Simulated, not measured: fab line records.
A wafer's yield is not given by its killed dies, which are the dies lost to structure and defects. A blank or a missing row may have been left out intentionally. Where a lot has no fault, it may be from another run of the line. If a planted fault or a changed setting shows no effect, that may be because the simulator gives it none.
A lot that was struck, set against a sound lot ; flow n5Finfet ; 20 out of 1938 route steps
Sound: the wafers L866.3, L866.4, L866.5. Struck: wafers L872.1, L872.5, L872.6. The cause comes at the end.
Order at every step that has rows: each side's tool, ch and its chambers, its first start. Under that, the readings that differ: sound wafers ; struck wafers ; difference of the means ; sigmas: that difference in standard deviations of wafers without a fault.
alike: same words and numbers on both sides, and readings whose means sit less than 2 such deviations apart. not compared: any withheld reading, any reading some wafer has no value for, any bound like >300 that may hide the same value, and any number with overlapping values for which the record gives no deviation.
Wherever a step has rows on one side only, a row that says differs or no value, or a row with sigmas, the two part there. Numbers that don't overlap but have no deviation are shown without sigmas and don't part them. Lack of a reading on every wafer of one side parts them only where that side has two or more wafers.

first, 6 steps without rows for these wafers: N5_BEOL_M5_COAT_05 (resist thk 30 nm); N5_BEOL_M5_EBR_07; N5_BEOL_M5_SOFTBAKE_06 (time 60 s); N5_BEOL_M5_EXPOSE_08 (exposes mask M5, target cd 28 nm); N5_BEOL_M5_PEB_09 (peb time 60 s); N5_BEOL_M5_DEVELOP_10 (develop time 30 s).
N5_BEOL_M5_CD_MEAS_11: the cd target is 27.74 nm.
  sound on cdSem-03 ch 0, day 9 12:30; struck on cdSem-03 ch 0, day 10 21:55
  alike: cdNm
N5_BEOL_M5_OVL_MEAS_12:
  sound on overlay-02 ch 0, day 9 12:32; struck on overlay-01 ch 0, day 10 21:57
  alike: M5_OVL
N5_BEOL_M5_INSPECT_13: inspects for defects (brightfield).
  sound on defectInspect-02, day 9 12:35; struck on defectInspect-01, day 10 22:01
  alike: rawDefectCount
N5_BEOL_M5_DESCUM_16: chemistry O2, time 7 s.
  sound on rieDiel-04 ch 0,2,3, day 9 12:37; struck on rieDiel-03 ch 2,3, day 10 22:39
  alike: drypumpMotorCurrentA, oesProductAu, rfVppV, showerheadPlenumPTorr, throttleValvePct
  not compared: rfHoursCounterH
N5_BEOL_M5_ETCH_72: etches underlayer in N2/H2, target depth 6.5 nm, time 5.2 s.
  sound on rieDiel-04 ch 0,2,3, day 9 12:39; struck on rieDiel-03 ch 2,3, day 10 22:41
  alike: biasW, chamberPressureMTorr, drypumpMotorCurrentA, etchRfOnTimeS, oesProductAu, rfVppV, showerheadPlenumPTorr, throttleValvePct
  not compared: rfHoursCounterH
N5_BEOL_M5_ETCH_61: etches SiARC in CF4, target depth 15.6 nm, time 26 s.
  sound on rieDiel-04 ch 0,2,3, day 9 12:40; struck on rieDiel-03 ch 2,3, day 10 22:42
  alike: biasW, cf4FlowSccm, drypumpMotorCurrentA, etchRfOnTimeS, oesProductAu, rfVppV, showerheadPlenumPTorr, throttleValvePct
  not compared: rfHoursCounterH
N5_BEOL_M5_ETCH_62: etches SOC in N2/H2, target depth 75 nm, overetch 15 nm, time 112.5 s.
  sound on rieDiel-04 ch 0,2,3, day 9 12:42; struck on rieDiel-03 ch 2,3, day 10 22:44
  no value came back on the struck wafers for any of 7 readings (biasW (W), chamberPressureMTorr (mTorr) and others); on the sound wafers biasW (W) reads 150.4 149.7 150.8
reading;sound;struck;difference;sigmas
model.SiARC_of_BEOL_M5_COAT_60.thkNm (nm);7 6.8 6.8;12 12 12;+5;
model.underlayer_of_BEOL_M5_COAT_71.thkNm (nm);0 0 0;5 5 5;+5;
  not compared: rfHoursCounterH
then, 2 steps without rows for these wafers: N5_BEOL_M5_STRIP_63 (strips in N2/H2); N5_BEOL_M5_STRIP_73 (strips in N2/H2).
N5_BEOL_M5_STRIP_64: strips in CF4.
  sound on rieDiel-04 ch 0,2,3, day 9 12:49; struck on rieDiel-03 ch 2,3, day 10 22:52
  alike: drypumpMotorCurrentA, oesProductAu, rfVppV, showerheadPlenumPTorr, throttleValvePct
  not compared: rfHoursCounterH
N5_BEOL_M5_HM_OPEN_17: chemistry Cl2/BCl3, target TiN, target depth 20 nm, overetch 6 nm.
  sound on rieMetal-03 ch 0,1, day 9 12:53; struck on rieMetal-02 ch 0,1, day 10 22:54
reading;sound;struck;difference;sigmas
oesProductAu (a.u.);0.62 0.60 0.62;0.31 0.35 0.30;-0.29;-4
throttleValvePct (%);21.67 21.97 21.68;23.16 22.59 23.16;+1.20;+5
  alike: bcl3FlowSccm, drypumpMotorCurrentA, heBacksideLeakSccm
  not compared: rfHoursCounterH
N5_BEOL_M5_STRIP_19: strips in O2.
  sound on rieDiel-03 ch 0,2,3, day 9 12:58; struck on rieDiel-03 ch 0,1,2, day 10 23:08
  alike: drypumpMotorCurrentA, oesProductAu, rfVppV, showerheadPlenumPTorr, throttleValvePct
  not compared: rfHoursCounterH
N5_BEOL_M5_CD_MEAS_18: pitch 56 nm, target cd 28 nm.
  sound on cdSem-01, day 9 13:03; struck on cdSem-02, day 10 23:13
reading;sound;struck;difference;sigmas
cdNm (nm);27.6 27.5 28.1;- - -;no value on the struck wafers;
then, 1 step without rows for these wafers: N5_BEOL_M5_COAT_65 (time 60 s, resist thk 60 nm).

## WHERE THEY PART
Last at N5_BEOL_M5_CD_MEAS_18 as far as this record goes, first at N5_BEOL_M5_ETCH_62.

WHY: what the simulator had put in
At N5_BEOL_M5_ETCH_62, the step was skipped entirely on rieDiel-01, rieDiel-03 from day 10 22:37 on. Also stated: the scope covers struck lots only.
